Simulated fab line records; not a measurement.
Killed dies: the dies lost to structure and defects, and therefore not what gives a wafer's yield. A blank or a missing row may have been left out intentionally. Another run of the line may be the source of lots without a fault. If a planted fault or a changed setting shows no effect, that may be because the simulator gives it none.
Struck lot and sound lot, side by side + flow nand-harc + 15 steps out of a route of 1159
Sound: the wafers L625.3, L625.4, L625.6. Wafers struck: L637.2, L637.3, L637.5. The cause comes at the end.
At each step with rows: each side's tool, then ch and its chambers, then its first start. Under that, the readings that differ: sound wafers + struck wafers + difference of the means + sigmas: that difference in standard deviations of wafers without a fault.
alike: words and numbers the same on both sides, and readings whose means are apart by under 2 such deviations; not compared: readings that were withheld, readings missing a value for some wafer, numbers with overlapping values and no deviation given by the record, and bounds like >300 which may hide the same value.
Wherever a step has rows on one side only, a row that says differs or no value, or a row with sigmas, the two part there. Non-overlapping numbers with no deviation appear without sigmas and do not part them. Lack of a reading on every wafer of one side parts them only where that side has two or more wafers.

first, 2 steps without rows for these wafers: NHARC_THIN_TSV_ETCH_44 (etches the open film in CF4/O2, target depth 1594.2 nm, time 797.1 s); NHARC_THIN_TSV_ETCH_15 (target depth 3000 nm, bosch target overetch cycles 2, bosch etch step 2.8 s).
NHARC_THIN_TSV_CD_MEAS_16:
  sound on cd-sem-01, day 19 00:09; struck on cd-sem-01, day 21 13:37
  alike: cd-nm
NHARC_THIN_TSV_STRIP_45: strips in O2.
  sound on plasma-asher-02 ch 0,1, day 19 00:19; struck on plasma-asher-02 ch 0,1, day 21 13:41
  alike: drypump-motor-current-A, heater-power-w
  not compared: rf-hours-counter-h
then, 4 steps without rows for these wafers: NHARC_THIN_TSV_STRIP_46 (strips in post etch residue remover, time 1200 s); NHARC_THIN_TSV_DEP_47 (deposits SiO2, target thk 200 nm); NHARC_THIN_TSV_ETCHBACK_48 (etches the open film in C4F8/Ar, target depth 1028.5 nm, time 405.17 s); NHARC_THIN_TSV_STRIP_62 (strips in N2/H2, time 20 s).
NHARC_THIN_TSV_DEGAS_49: time 120 s.
  sound on pvd-sputter-03, day 19 01:59; struck on pvd-sputter-02, day 21 15:26
  alike: heater-power-w
NHARC_THIN_TSV_PRE_CLEAN_50: time 30 s.
  sound on pvd-sputter-03; struck on pvd-sputter-02
  alike: heater-power-w
NHARC_THIN_TSV_PVD_19: deposits TaN, target thk 20 nm.
  sound on pvd-sputter-03; struck on pvd-sputter-02
  alike: chamber-pressure-pa, throttle-valve-pct
then, 1 step without rows for these wafers: NHARC_THIN_TSV_PVD_51 (deposits Cu, target thk 100 nm).
NHARC_THIN_TSV_ECD_20: material Cu, target thk 2000 nm.
  sound on ecd-cu-01 ch 0,1, day 19 02:38; struck on ecd-cu-01 ch 1, day 21 16:43
NHARC_THIN_TSV_ANNEAL_52: time 90 s.
  sound on rtp-anneal-01 ch 0, day 19 03:22; struck on rtp-anneal-01 ch 0, day 21 18:13
  alike: wafer_temp_C_max
NHARC_END_SORT_01:
  sound on prober-02 ch 0, day 19 14:11; struck on prober-02 ch 0, day 22 04:01
  alike: defect-limited-yield, killed-at-array, killed-at-other, killed-at-periphery, killed-dies, killed-open, killed-short, sort_bin_2_pct, sort_bin_3_pct, sort_bin_4_pct, sort-n-pass, sort-rim-yield-pct, sort-yield-pct

WHERE THEY PART
Nowhere in this record.

WHY: what had been put in by the simulator
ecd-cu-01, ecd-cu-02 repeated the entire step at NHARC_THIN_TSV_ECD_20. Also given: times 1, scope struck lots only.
